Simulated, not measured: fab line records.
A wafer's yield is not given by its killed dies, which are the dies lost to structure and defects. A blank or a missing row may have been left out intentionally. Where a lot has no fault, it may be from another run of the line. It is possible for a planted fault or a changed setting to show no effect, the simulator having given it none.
The tool behind it: which one? / flow n5-finfet / 36 wafers sampled from 12 lots at 1 step of a route of 1938

WHAT EACH GAUGE READ, for each wafer
N5_BEOL_M2_INSPECT_59: inspects for defects (darkfield).
lot=L076; measured=day 7 08:29; on=defect-inspect-01; raw-defect-count=56 71 71
lot=L077; measured=day 7 16:08; on=defect-inspect-02; raw-defect-count=53 71 57
lot=L079; measured=day 8 02:01; on=defect-inspect-01; raw-defect-count=68 73 96
lot=L081; measured=day 8 14:54; on=defect-inspect-02; raw-defect-count=123 75 69
lot=L083; measured=day 9 04:55; on=defect-inspect-02; raw-defect-count=64 100 65
lot=L085; measured=day 9 19:10; on=defect-inspect-01; raw-defect-count=58 56 69
lot=L087; measured=day 10 07:39; on=defect-inspect-02; raw-defect-count=82 82 65
lot=L089; measured=day 10 15:42; on=defect-inspect-02; raw-defect-count=45 67 90
lot=L091; measured=day 11 01:46; on=defect-inspect-01; raw-defect-count=36 47 54
lot=L093; measured=day 11 11:58; on=defect-inspect-01; raw-defect-count=38 61 66
lot=L095; measured=day 12 10:54; on=defect-inspect-01; raw-defect-count=30 33 62
lot=L096; measured=day 12 19:17; on=defect-inspect-02; raw-defect-count=73 78 96

TOOL THAT RAN EACH LOT (tool first, then ch and the chambers of the sampled wafers, then the start)
No process step before these readings appears in the record.

THE ANSWER, worked out from the rows above alone
Rule: the lots themselves supply what counts as usual. Put in order of their means at a reading, lots are off if they are a third of the lots or fewer, leave a main group of 4 or more, and stand apart from it by a gap of 3 or more times the standard deviation of the main group's means; of several such gaps the widest counts. A main group is skipped when, at the precision printed for the reading in the tables above, its means are all equal. Also off: a lot with no number at a reading for which 4 or more lots have one. Where the step has rows for the other lots, those lots are counted as sound.
Across all readings shown, no lot is off: no conclusion can be drawn from this.

WHAT THE SIMULATOR HAD INSERTED
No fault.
